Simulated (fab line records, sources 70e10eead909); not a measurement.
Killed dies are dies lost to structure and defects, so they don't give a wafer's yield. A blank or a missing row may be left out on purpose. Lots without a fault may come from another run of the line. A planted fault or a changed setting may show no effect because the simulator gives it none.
Chamber matching | flow nand_harc | NHARC_A_STAIRCASE_ALD_420 on ald_hk-02: 4 sister chambers
The step deposits SiO2, target thk 20 nm, pulse time 6 s, ald cycles 200. 27 wafers are shown with their chamber, then 12 later ones without.

WAFERS WITH THEIR CHAMBER
wafer  | chamber | heater_power_w (W) | precursor_pulse_height_rel
L076.1 | 1       | 490                | 1.015
L076.4 | 2       | 406                | 1.015
L076.5 | 3       | 525                | 0.955
L077.2 | 3       | 514                | 1.041
L077.4 | 2       | 414                | 1.022
L077.6 | 3       | 501                | 1.004
L078.1 | 1       | 486                | 0.988
L078.2 | 3       | 506                | 0.992
L078.3 | 2       | 410                | 0.989
L079.1 | 3       | 520                | 0.992
L079.2 | 0       | 505                | 0.988
L079.3 | 1       | 479                | 1.025
L079.4 | 2       | 417                | 1.065
L079.5 | 0       | 493                | 1.008
L079.6 | 1       | 479                | 1.006
L083.3 | 1       | 479                | 0.969
L083.4 | 3       | 517                | 1.005
L083.5 | 1       | 487                | 0.987
L083.1 | 0       | 483                | 0.984
L083.2 | 2       | 400                | 1.024
L083.6 | 2       | 409                | 1.036
L086.1 | 2       | 411                | 1.027
L086.2 | 1       | 477                | 0.985
L086.5 | 3       | 500                | 1.028
L089.1 | 3       | 486                | 1.006
L089.2 | 0       | 468                | 0.984
L089.6 | 0       | 478                | 0.995

SIGNATURES (means of the wafers above)
reading                    | chamber 0 | chamber 1 | chamber 2 | chamber 3 | scatter within a chamber
heater_power_w             | 485.40    | 482.43    | 409.57    | 508.62    | 9.98
precursor_pulse_height_rel | 0.99180   | 0.99643   | 1.02543   | 1.00287   | 0.0213
Rule: a wafer's distance from a chamber is the root of the sum, over the readings, of the square of ((its reading less the chamber's mean) divided by the reading's scatter). The wafer belongs to the nearest chamber; if the next one is less than 2 further off, it can't be placed. The scatter: the root of (the sum of the squares of (reading less its chamber's mean) over the shown wafers, divided by (wafers less chambers)).

WAFERS WITHOUT THEIR CHAMBER
wafer  | heater_power_w (W) | precursor_pulse_height_rel
L090.1 | 483                | 0.998
L090.3 | 392                | 0.966
L090.6 | 472                | 0.983
L093.1 | 471                | 0.999
L093.3 | 398                | 0.981
L093.4 | 466                | 1.044
L096.1 | 476                | 1.005
L096.2 | 468                | 1.000
L096.5 | 475                | 1.020
L097.2 | 481                | 0.972
L097.3 | 466                | 1.013
L097.4 | 406                | 1.036

WHICH CHAMBER EACH WENT THROUGH
wafer  | from the rows above          | in truth
L090.1 | can't be placed: 1 or 0      | 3
L090.3 | 2                            | 2
L090.6 | can't be placed: 1 or 0      | 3
L093.1 | can't be placed: 1 or 0      | 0
L093.3 | 2                            | 2
L093.4 | can't be placed: 1 or 0 or 3 | 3
L096.1 | can't be placed: 1 or 0      | 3
L096.2 | can't be placed: 1 or 0      | 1
L096.5 | can't be placed: 1 or 0      | 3
L097.2 | can't be placed: 0 or 1      | 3
L097.3 | can't be placed: 1 or 0      | 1
L097.4 | 2                            | 2
Placed correctly: 3 of 12. Can't be placed from these rows: 9 (the true chamber is among the candidates in 4). Placed wrongly: 0.
